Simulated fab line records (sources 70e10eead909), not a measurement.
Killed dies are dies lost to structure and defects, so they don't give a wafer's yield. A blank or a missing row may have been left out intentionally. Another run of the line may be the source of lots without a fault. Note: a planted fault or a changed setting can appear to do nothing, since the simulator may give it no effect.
Matching of chambers :: flow nand harc :: NHARC_A_CONTACT_DESCUM_13 on rie diel-03 has 4 sister chambers
The step chemistry O2, time 3 s. 22 wafers are shown with their chamber, then 11 later ones without.

== WAFERS PAIRED WITH THEIR CHAMBERS ==
wafer: L074.4
chamber: 1
showerhead plenum p Torr (Torr): 2.04
drypump motor current A (A): 5.5
rf vpp V (V): 59.0

wafer: L074.5
chamber: 3
showerhead plenum p Torr (Torr): 1.98
drypump motor current A (A): 6.4
rf vpp V (V): 56.7

wafer: L074.6
chamber: 2
showerhead plenum p Torr (Torr): 1.98
drypump motor current A (A): 5.4
rf vpp V (V): 58.7

wafer: L079.1
chamber: 0
showerhead plenum p Torr (Torr): 1.80
drypump motor current A (A): 5.4
rf vpp V (V): 57.1

wafer: L079.2
chamber: 2
showerhead plenum p Torr (Torr): 1.98
drypump motor current A (A): 5.4
rf vpp V (V): 57.0

wafer: L079.6
chamber: 0
showerhead plenum p Torr (Torr): 1.80
drypump motor current A (A): 5.4
rf vpp V (V): 56.3

wafer: L080.1
chamber: 1
showerhead plenum p Torr (Torr): 2.04
drypump motor current A (A): 5.5
rf vpp V (V): 58.4

wafer: L080.2
chamber: 2
showerhead plenum p Torr (Torr): 1.98
drypump motor current A (A): 5.3
rf vpp V (V): 58.8

wafer: L080.3
chamber: 0
showerhead plenum p Torr (Torr): 1.80
drypump motor current A (A): 5.4
rf vpp V (V): 58.6

wafer: L082.1
chamber: 1
showerhead plenum p Torr (Torr): 2.04
drypump motor current A (A): 5.6
rf vpp V (V): 58.1

wafer: L082.4
chamber: 0
showerhead plenum p Torr (Torr): 1.80
drypump motor current A (A): 5.4
rf vpp V (V): 56.6

wafer: L082.5
chamber: 0
showerhead plenum p Torr (Torr): 1.80
drypump motor current A (A): 5.4
rf vpp V (V): 56.4

wafer: L084.1
chamber: 2
showerhead plenum p Torr (Torr): 1.98
drypump motor current A (A): 5.4
rf vpp V (V): 59.1

wafer: L084.4
chamber: 0
showerhead plenum p Torr (Torr): 1.80
drypump motor current A (A): 5.4
rf vpp V (V): 58.4

wafer: L084.5
chamber: 2
showerhead plenum p Torr (Torr): 1.98
drypump motor current A (A): 5.4
rf vpp V (V): 57.6

wafer: L091.2
chamber: 0
showerhead plenum p Torr (Torr): 1.79
drypump motor current A (A): 5.4
rf vpp V (V): 56.3

wafer: L091.4
chamber: 3
showerhead plenum p Torr (Torr): 1.97
drypump motor current A (A): 6.3
rf vpp V (V): 57.8

wafer: L091.6
chamber: 2
showerhead plenum p Torr (Torr): 1.98
drypump motor current A (A): 5.4
rf vpp V (V): 57.8

wafer: L095.2
chamber: 0
showerhead plenum p Torr (Torr): 1.79
drypump motor current A (A): 5.4
rf vpp V (V): 57.6

wafer: L095.4
chamber: 3
showerhead plenum p Torr (Torr): 1.97
drypump motor current A (A): 6.4
rf vpp V (V): 57.6

wafer: L095.6
chamber: 3
showerhead plenum p Torr (Torr): 1.97
drypump motor current A (A): 6.4
rf vpp V (V): 58.6

wafer: L089.1
chamber: 3
showerhead plenum p Torr (Torr): 1.97
drypump motor current A (A): 6.4
rf vpp V (V): 57.1

SIGNATURES (means of the wafers above)
reading: showerhead plenum p Torr
chamber 0: 1.7975
chamber 1: 2.0400
chamber 2: 1.9800
chamber 3: 1.9720
scatter within a chamber: 0.00357

reading: drypump motor current A
chamber 0: 5.400
chamber 1: 5.533
chamber 2: 5.383
chamber 3: 6.380
scatter within a chamber: 0.0357

reading: rf vpp V
chamber 0: 57.163
chamber 1: 58.500
chamber 2: 58.167
chamber 3: 57.560
scatter within a chamber: 0.819
Rule: for a wafer and a chamber, the distance is found by dividing, reading by reading, the gap between the wafer's reading and the chamber's mean by the reading's scatter, squaring, summing and taking the root. The wafer belongs to the nearest chamber; if the next one is less than 2 further off, it can't be placed. How the scatter is found: for the shown wafers, subtract from each reading the mean of its chamber, square and add these, divide the total by (wafers less chambers), then take the root.

== WAFERS WITH NO CHAMBER GIVEN ==
wafer: L089.3
showerhead plenum p Torr (Torr): 1.79
drypump motor current A (A): 5.4
rf vpp V (V): 58.4

wafer: L089.6
showerhead plenum p Torr (Torr): 1.79
drypump motor current A (A): 5.4
rf vpp V (V): 57.4

wafer: L094.1
showerhead plenum p Torr (Torr): 1.97
drypump motor current A (A): 5.4
rf vpp V (V): 57.2

wafer: L094.4
showerhead plenum p Torr (Torr): 2.03
drypump motor current A (A): 5.5
rf vpp V (V): 59.2

wafer: L094.6
showerhead plenum p Torr (Torr): 1.79
drypump motor current A (A): 5.4
rf vpp V (V): 57.7

wafer: L097.1
showerhead plenum p Torr (Torr): 1.79
drypump motor current A (A): 5.4
rf vpp V (V): 58.7

wafer: L097.2
showerhead plenum p Torr (Torr): 2.03
drypump motor current A (A): 5.5
rf vpp V (V): 59.0

wafer: L097.6
showerhead plenum p Torr (Torr): 1.97
drypump motor current A (A): 6.3
rf vpp V (V): 58.4

wafer: L096.2
showerhead plenum p Torr (Torr): 1.97
drypump motor current A (A): 5.4
rf vpp V (V): 58.0

wafer: L096.3
showerhead plenum p Torr (Torr): 1.97
drypump motor current A (A): 6.3
rf vpp V (V): 58.2

wafer: L096.5
showerhead plenum p Torr (Torr): 1.79
drypump motor current A (A): 5.4
rf vpp V (V): 56.0

== WHICH CHAMBER EACH WENT THROUGH ==
wafer: L089.3
from the rows above: 0
in truth: 0

wafer: L089.6
from the rows above: 0
in truth: 0

wafer: L094.1
from the rows above: 2
in truth: 2

wafer: L094.4
from the rows above: 1
in truth: 1

wafer: L094.6
from the rows above: 0
in truth: 0

wafer: L097.1
from the rows above: 0
in truth: 0

wafer: L097.2
from the rows above: 1
in truth: 1

wafer: L097.6
from the rows above: 3
in truth: 3

wafer: L096.2
from the rows above: 2
in truth: 2

wafer: L096.3
from the rows above: 3
in truth: 3

wafer: L096.5
from the rows above: 0
in truth: 0
Correct placement for 11 of the 11. Left unplaced by these rows: 0. Wrongly placed: 0.
